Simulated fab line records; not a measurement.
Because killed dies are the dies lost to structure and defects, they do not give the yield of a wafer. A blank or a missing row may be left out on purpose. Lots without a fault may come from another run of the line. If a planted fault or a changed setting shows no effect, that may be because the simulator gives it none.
Which tool is to blame? -- flow n5_finfet -- Sampling: 12 lots, 36 wafers, 2 of 1938 route steps

WHAT THE GAUGES SHOWED, per wafer
N5_BEOL_M15_CD_MEAS_17: the cd target is 360 nm.
lot,measured,on,cd_nm (nm)
L076,day 12 21:22,cd_sem-01,358.6 359.7 358.6
L077,day 13 01:53,cd_sem-01,359.8 357.8 360.8
L078,day 13 04:25,cd_sem-02,361.0 362.2 360.7
L081,day 14 09:11,cd_sem-02,359.6 362.2 362.4
L082,day 14 13:36,cd_sem-02,361.1 360.5 359.9
L086,day 15 15:13,cd_sem-03,358.3 358.6 358.0
L088,day 15 15:27,cd_sem-03,360.9 360.2 359.3
L085,day 16 04:13,cd_sem-01,359.7 358.1 362.6
L092,day 16 07:05,cd_sem-03,360.6 360.7 360.8
L094,day 17 05:16,cd_sem-02,358.0 359.1 361.7
L093,day 17 09:06,cd_sem-02,357.1 357.5 357.7
L097,day 18 10:37,cd_sem-03,360.1 359.0 358.4

EACH LOT AND THE TOOL THAT RAN IT (in order: tool; ch and the chambers of the sampled wafers; start)
lot,N5_BEOL_M15_DESCUM_15
L076,"rie_diel-02 ch 1,2, day 12 20:52"
L077,"rie_diel-02 ch 1,2,3, day 13 01:23"
L078,"rie_diel-04 ch 0,3, day 13 03:54"
L081,"rie_diel-02 ch 2,3, day 14 08:41"
L082,"rie_diel-03 ch 1,3, day 14 13:06"
L086,"rie_diel-03 ch 1,3, day 15 14:43"
L088,"rie_diel-02 ch 0,1, day 15 14:57"
L085,"rie_diel-02 ch 1,3, day 16 03:43"
L092,"rie_diel-02 ch 0,2, day 16 06:35"
L094,"rie_diel-02 ch 0,1,2, day 17 04:46"
L093,"rie_diel-03 ch 0,2,3, day 17 08:36"
L097,"rie_diel-02 ch 2,3, day 18 10:08"
- N5_BEOL_M15_DESCUM_15: chemistry O2, time 7.9 s.

THE ANSWER, worked out from the rows above alone
Rule: the lots themselves supply what counts as usual. Put in order of their means at a reading, lots are off if they are a third of the lots or fewer, leave a main group of 4 or more, and stand apart from it by a gap of 3 or more times the standard deviation of the main group's means; of several such gaps the widest counts. The tables above print the reading to a certain number of digits; a main group whose means all agree to those digits is not used. A lot without any number at a reading at which 4 lots or more have one is off too. The other lots that the step has rows for count as sound.
Across all readings shown, no lot is off: no conclusion can be drawn from this.

WHAT THE SIMULATOR HAD PUT IN
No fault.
